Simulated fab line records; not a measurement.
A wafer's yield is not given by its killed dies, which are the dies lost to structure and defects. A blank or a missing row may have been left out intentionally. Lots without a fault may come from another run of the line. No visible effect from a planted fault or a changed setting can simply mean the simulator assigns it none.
fab line records	flow n5Finfet
[record] lots = 5	wafers = 15	lastDay = 14
route steps=1938 shown BEOL_M11@1596 BEOL_M12@1602
lots that met no fault: from a run of the same line without faults
startH: start of the lot's first displayed wafer, in hours after the record's first day	waitH: time in hours since the lot's previous step	" unchanged from the row above	L1.1+2: a row that stands for several wafers	- value missing, or start not given	* or withheld: withheld	< > ~ a bound
route shown NAME@n: NAME is a module with steps in the file, n the number in the route of the first one	usual: mean/standard deviation taken from wafers without a fault	same: alike in all rows	chamber/n: place in a boat	sites: the reading at each site	_std_site: the values' standard deviation	_edge_site: outer sites' mean less inner sites'	radiusMm: how far each site lies from the wafer's centre	mask NAME#n: copy n	behind: the most recent tool/chamber to have shaped the wafer	hold: reason for holding the lot/hours on hold/outcome of the hold	device: the n, p or np transistor that did not switch	end of line: at the end of the route, the tests of the same wafers	for a step that has no rows: nothing shown but its recipe	killed: count of dies lost to structure and defects at first sort (not the wafer's yield)	map: per-die view of a wafer (x killed, . not killed, _ where there is no die)
set.NAME: setting as actually run; set.NAME@STEP: the setting as run at that earlier step	model.NAME: the simulator's own value behind a step, which no gauge read
lots at some steps of the route; a table a step, a row a wafer
services: the hour from which a tool's chamber was out of use, counted from the record's first day as startH (under 0 if before that day), plus the number of hours and why
[[steps]]
[step N5_BEOL_M11_CMP_52]
[recipe] stopOn = SiCOH_lowk	tOverpolishS = 7	downForcePsi = 1	platenRpm = 50	clearingPlatenDownForcePsi = 1.5	clearingPlatenRpm = 50	postCmpClean = cuAlkaline	targetThkNm = 140	clearingPlatenPadVelocityMS = 0.99484	padVelocityMS = 0.99484
[usual] barrierFieldEndpointS = 28.5/0.76	motorCurrentA = 5.9/0.65	overpolishRunS = 7.000/0.0088	padLifeWafers = 791/620	timeToEndpointS = 64.4/2.9
lot.wafer	tool	chamber	startH	waitH	barrierFieldEndpointS	motorCurrentA	overpolishRunS	padLifeWafers	timeToEndpointS
L546.1	cmp-04	0	235.05	0.3	28.3	6.1	6.997	140	61.8
L546.6	"	2	"	"	28.3	5.3	6.984	-	63.5
L546.5	"	3	"	"	28.0	6.2	7.008	-	61.9
L548.1	cmp-03	2	241.56	0.3	29.8	5.8	6.996	1398	63.2
L548.4	"	0	"	"	29.2	5.0	6.993	1400	63.5
L548.6	"	2	"	"	29.6	6.0	7.010	-	62.6
L553.4	cmp-01	1	275.02	0.1	29.9	5.6	6.998	270	67.2
L553.2	"	3	"	"	29.1	6.4	7.012	272	68.1
L553.1	"	0	"	"	28.9	6.1	7.003	273	66.5
L552.3	cmp-04	0	289.78	0.2	27.8	6.1	7.001	552	65.7
L552.1	"	1	"	"	28.1	5.8	6.997	553	67.2
L552.2	"	3	"	"	28.0	6.1	6.987	555	68.0
L556.2	cmp-04	2	305.62	0.2	28.5	5.2	7.000	636	64.1
L556.1	"	3	"	"	28.3	6.3	7.007	637	63.2
L556.5	"	2	"	"	28.6	5.3	7.033	-	66.3
[step N5_BEOL_M11_THK_MEAS_53]
[recipe] thkMeasGauge = xrf	reads = Cu_of_BEOL_M11_ECD_50
[usual] M11_THK = 137/3.1
lot.wafer	tool	chamber	startH	waitH	M11_THK[nm]
L546.1	filmMetro-01	-	235.27	-	134
L546.5	"	-	"	"	134
L546.6	"	-	"	"	136
L548.1	filmMetro-01	-	241.85	-	136
L548.4	"	-	"	"	132
L548.6	"	-	"	"	138
L553.1	filmMetro-01	-	275.31	-	137
L553.2	"	-	"	"	140
L553.4	"	-	"	"	138
L552.1	filmMetro-02	-	290.08	-	138
L552.2	"	-	"	"	134
L552.3	"	-	"	"	140
L556.1	filmMetro-02	-	305.91	-	139
L556.2	"	-	"	"	135
L556.5	"	-	"	"	133
[step N5_BEOL_M11_PRE_CLEAN_55]
[recipe] gas = NH3	timeS = 15	tempC = withheld	rfPowerW = 300
[step N5_BEOL_M11_DEP_56]
[recipe] material = SiCN	targetThkA = 300	tempC = withheld	precursor = 3MS/NH3	pressureTorr = 3	rfW = 675	timeS = 10.5
[usual] showerheadPlenumPTorr = 4.159/0.02	throttleValvePct = 18.2/0.92
lot.wafer	tool	chamber	startH	waitH	showerheadPlenumPTorr	throttleValvePct
L546.1	pecvd-04	1	235.33	0.0	4.140	17.5
L546.5	"	2	"	"	4.135	18.8
L546.6	"	0	"	"	4.138	17.4
L548.1	pecvd-03	1	241.92	0.0	4.201	17.6
L548.4	"	0	"	"	4.162	18.2
L548.6	"	1	"	"	4.191	17.7
L553.1	pecvd-02	2	275.37	0.0	4.157	18.3
L553.2	"	0	"	"	4.170	20.2
L553.4	"	0	"	"	4.170	20.1
L552.1	pecvd-02	2	290.14	0.0	4.148	18.3
L552.2	"	0	"	"	4.167	20.2
L552.3	"	1	"	"	4.179	17.7
L556.1	pecvd-02	0	305.98	0.0	4.168	20.2
L556.2	"	1	"	"	4.177	17.9
L556.5	"	0	"	"	4.174	20.2
[step N5_BEOL_M11_RS_MEAS_57]
[recipe] thkMeasGauge = four-point-probe	reads = Cu_of_BEOL_M11_ECD_50+Co_of_BEOL_M11_CVD_75+TaN_of_BEOL_M11_ALD_74
[usual] M11_RS = 0.151/0.0038
lot.wafer	tool	chamber	startH	waitH	M11_RS[ohm/sq]
L546.1	filmMetro-01	-	235.39	0.0	0.156
L546.5	"	-	"	"	0.156
L546.6	"	-	"	"	0.153
L548.1	filmMetro-01	-	241.98	0.0	0.152
L548.4	"	-	"	"	0.159
L548.6	"	-	"	"	0.151
L553.1	filmMetro-01	-	275.43	0.0	0.152
L553.2	"	-	"	"	0.148
L553.4	"	-	"	"	0.151
L552.1	filmMetro-01	-	290.20	0.0	0.149
L552.2	"	-	"	"	0.155
L552.3	"	-	"	"	0.147
L556.1	filmMetro-01	-	306.04	0.0	0.149
L556.2	"	-	"	"	0.154
L556.5	"	-	"	"	0.156
[step N5_BEOL_M11_INSPECT_58]
[recipe] inspectInstrument = darkfield	mode = postDep
[usual] rawDefectCount = 73/22
lot.wafer	tool	chamber	startH	waitH	rawDefectCount
L546.1	defectInspect-02	-	235.42	0.0	88
L546.5	"	-	"	"	65
L546.6	"	-	"	"	87
L548.1	defectInspect-02	-	242.01	0.0	38
L548.4	"	-	"	"	80
L548.6	"	-	"	"	41
L553.1	defectInspect-02	-	275.46	0.0	76
L553.2	"	-	"	"	38
L553.4	"	-	"	"	38
L552.1	defectInspect-02	-	290.23	0.0	96
L552.2	"	-	"	"	68
L552.3	"	-	"	"	84
L556.1	defectInspect-02	-	306.06	0.0	66
L556.2	"	-	"	"	60
L556.5	"	-	"	"	65
[step N5_BEOL_M12_ILD_DEP_00]
[recipe] material = SiOC	targetThkA = 6589.2	tempC = 350	precursor = DEMS/O2	pressureTorr = 5	rfW = 500	timeS = 130.7
[usual] heaterPowerW = 466/55	showerheadPlenumPTorr = 5.696/0.016	throttleValvePct = 12.0/0.7
lot.wafer	tool	chamber	startH	waitH	heaterPowerW	showerheadPlenumPTorr	throttleValvePct
L546.1	pecvd-03	1	235.46	0.0	452	5.700	11.4
L546.5	"	0	"	"	493	5.700	12.0
L546.6	"	2	"	"	509	5.704	11.0
L548.1	pecvd-01	0	242.04	0.0	525	5.706	11.6
L548.4	"	0	"	"	566	5.712	11.8
L548.6	"	1	"	"	473	5.719	13.1
L553.1	pecvd-04	0	275.50	0.0	519	5.691	11.6
L553.2	"	2	"	"	376	5.665	12.6
L553.4	"	2	"	"	405	5.674	12.5
L552.1	pecvd-04	0	290.26	0.0	545	5.688	11.8
L552.2	"	2	"	"	401	5.667	12.9
L552.3	"	1	"	"	490	5.695	11.3
L556.1	pecvd-03	2	306.10	0.0	487	5.683	11.5
L556.2	"	0	"	"	550	5.696	12.0
L556.5	"	0	"	"	432	5.681	12.2
[step N5_BEOL_M12_THK_MEAS_01]
[recipe] reads = SiOC_of_BEOL_M12_ILD_DEP_00
[usual] M12_ILD_THK = 659/8.5
lot.wafer	tool	chamber	startH	waitH	M12_ILD_THK[nm]
L546.1	filmMetro-01	-	235.59	0.1	650
L546.5	"	-	"	"	646
L546.6	"	-	"	"	661
L548.1	filmMetro-02	-	242.22	0.1	650
L548.4	"	-	"	"	657
L548.6	"	-	"	"	647
L553.1	filmMetro-02	-	275.63	0.1	656
L553.2	"	-	"	"	653
L553.4	"	-	"	"	666
L552.1	filmMetro-01	-	290.40	0.1	661
L552.2	"	-	"	"	659
L552.3	"	-	"	"	650
L556.1	filmMetro-01	-	306.23	0.1	663
L556.2	"	-	"	"	657
L556.5	"	-	"	"	673
[step N5_BEOL_M12_COAT_58]
[recipe] resist = BARC	tempC = 205	timeS = 60	spinRpm = 1500	resistThkNm = 89
[step N5_BEOL_M12_COAT_04]
[recipe] spinRpm = 1625	resistThkNm = 400
[step N5_BEOL_M12_EBR_06]
[recipe] solvent = PGMEA	ebrWidthMm = 1.5
[step N5_BEOL_M12_SOFTBAKE_05]
[recipe] tempC = 130	timeS = 60
[step N5_BEOL_M12_EXPOSE_07]
[recipe] maskId = V11	na = 0.93	sourceShape = conventional	sigmaOuter = 0.6	polarization = unpolarized	attpsmPhaseDeg = 180	doseMj = 32.5
[same] sigmaOuter = 0.6
lot.wafer	tool	chamber	startH	waitH	mask	model.BEOL_M12.overlayXNm
L546.1+5+6	krfScanner-02	0	235.85	-	V11#0	-2.4
L548.1+4+6	krfScanner-02	0	242.35	-	V11#0	-3
L553.1+2+4	krfScanner-01	0	275.88	-	V11#0	-0.6
L552.1+2+3	krfScanner-02	0	290.65	-	V11#0	17
L556.1+2+5	krfScanner-01	0	306.49	-	V11#0	-0.4
[step N5_BEOL_M12_PEB_08]
[recipe] pebTempC = 130	pebTimeS = 90
[step N5_BEOL_M12_DEVELOP_09]
[recipe] developTimeS = 45	rinseLiquid = diw	dry = airSpin	devTempC = 21
[step N5_BEOL_M12_HARDBAKE_14]
[recipe] tempC = 130	timeS = 120
[step N5_BEOL_M12_CD_MEAS_10]
[recipe] targetCdNm = 140	landingEnergyEv = 500	detector = seInlens	polarity = opening
[usual] cdNm = 140.3/2
lot.wafer	tool	chamber	startH	waitH	cdNm
L546.1	cdSem-02	0	236.02	-	142.1
L546.5	"	0	"	"	143.1
L546.6	"	0	"	"	142.3
L548.1	cdSem-01	0	242.53	-	139.9
L548.4	"	0	"	"	140.8
L548.6	"	0	"	"	143.1
L553.1	cdSem-01	0	276.06	-	141.3
L553.2	"	0	"	"	139.3
L553.4	"	0	"	"	139.7
L552.1	cdSem-03	0	290.82	-	139.4
L552.2	"	0	"	"	141.1
L552.3	"	0	"	"	136.6
L556.1	cdSem-01	0	306.66	-	140.2
L556.2	"	0	"	"	141.4
L556.5	"	0	"	"	142.0
[step N5_BEOL_M12_OVL_MEAS_11]
[recipe] pointsPerWafer = 44
[usual] V11_OVL = 0/4.9
lot.wafer	tool	chamber	startH	waitH	V11_OVL[nm]
L546.1	overlay-01	0	236.05	0.0	-1
L546.5	"	0	"	"	-3
L546.6	"	0	"	"	5
L548.1	overlay-01	0	242.56	0.0	2
L548.4	"	0	"	"	4
L548.6	"	0	"	"	-2
L553.1	overlay-02	0	276.09	0.0	0
L553.2	"	0	"	"	-4
L553.4	"	0	"	"	-5
L552.1	overlay-01	0	290.85	0.0	15
L552.2	"	0	"	"	15
L552.3	"	0	"	"	14
L556.1	overlay-02	0	306.69	0.0	0
L556.2	"	0	"	"	-5
L556.5	"	0	"	"	5
[step N5_BEOL_M12_INSPECT_12]
[recipe] mode = adi	inspectInstrument = macro
[usual] rawDefectCount = 2.0/1.4
lot.wafer	tool	chamber	startH	waitH	rawDefectCount
L546.1	defectInspect-01	-	236.07	0.0	3
L546.5	"	-	"	"	2
L546.6	"	-	"	"	2
L548.1	defectInspect-01	-	242.58	0.0	2
L548.4	"	-	"	"	4
L548.6	"	-	"	"	0
L553.1	defectInspect-01	-	276.11	0.0	4
L553.2	"	-	"	"	2
L553.4	"	-	"	"	3
L552.1	defectInspect-01	-	290.88	0.0	2
L552.2	"	-	"	"	1
L552.3	"	-	"	"	0
L556.1	defectInspect-02	-	306.71	0.0	1
L556.2	"	-	"	"	2
L556.5	"	-	"	"	2
[[services]]
tool	chamber	startH	hours	kind
cmp-01	-	216.71	2.7	repair
pecvd-01	2	220.22	-	clean
pecvd-01	2	220.22	-	consumableReplace:showerhead
pecvd-01	2	220.22	29.0	scheduledDown
pecvd-01	2	220.22	29.0	ventCycle
krfScanner-02	-	220.34	0.8	pm
cmp-01	-	228.63	4.0	pm
cmp-01	-	232.63	-	consumableReplace:conditioner
cmp-01	-	232.63	-	consumableReplace:pad
pecvd-02	-	233.00	0.7	repair
krfScanner-01	-	235.98	1.0	pm
krfScanner-01	-	246.10	1.3	pm
cmp-01	-	249.01	5.0	pm
cmp-04	-	249.41	4.6	pm
pecvd-04	-	252.22	14.6	pm
pecvd-03	0	258.06	5.5	scheduledDown
cmp-01	-	258.07	4.0	repair
krfScanner-01	-	277.89	2.3	repair
krfScanner-01	-	287.82	0.5	repair
cmp-04	-	293.47	3.0	repair
cmp-04	-	297.69	3.6	repair
krfScanner-02	-	305.95	1.0	pm
[[key]]
[firstSign] step = N5_BEOL_M12_OVL_MEAS_11	reading = V11_OVL	direction = up	sigmas = 3.1	usual = 0	struck = 15
effect none on later readings
[modelEffect] step = N5_BEOL_M12_EXPOSE_07	value = BEOL_M12.overlayXNm	without = -1.8	struck = 17
metAt N5_BEOL_M12_EXPOSE_07
struckWafers L552.1,L552.2,L552.3
[baselineLoss] step = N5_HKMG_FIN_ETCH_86	wafers = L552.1
onsetBetween 242.35 290.65
alsoFits N5_BEOL_M12_ILD_DEP_00:pecvd-04
[fault] kind = scannerMatchingOverlay	tool = krfScanner-02	chamber = -	onsetH = 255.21	steps = N5_BEOL_M12_EXPOSE_07	offset = 18.899
// baselineLoss: these wafers lose ten dies or more at that step, a loss of the line's own and not of a fault; the sort's usual values leave them out
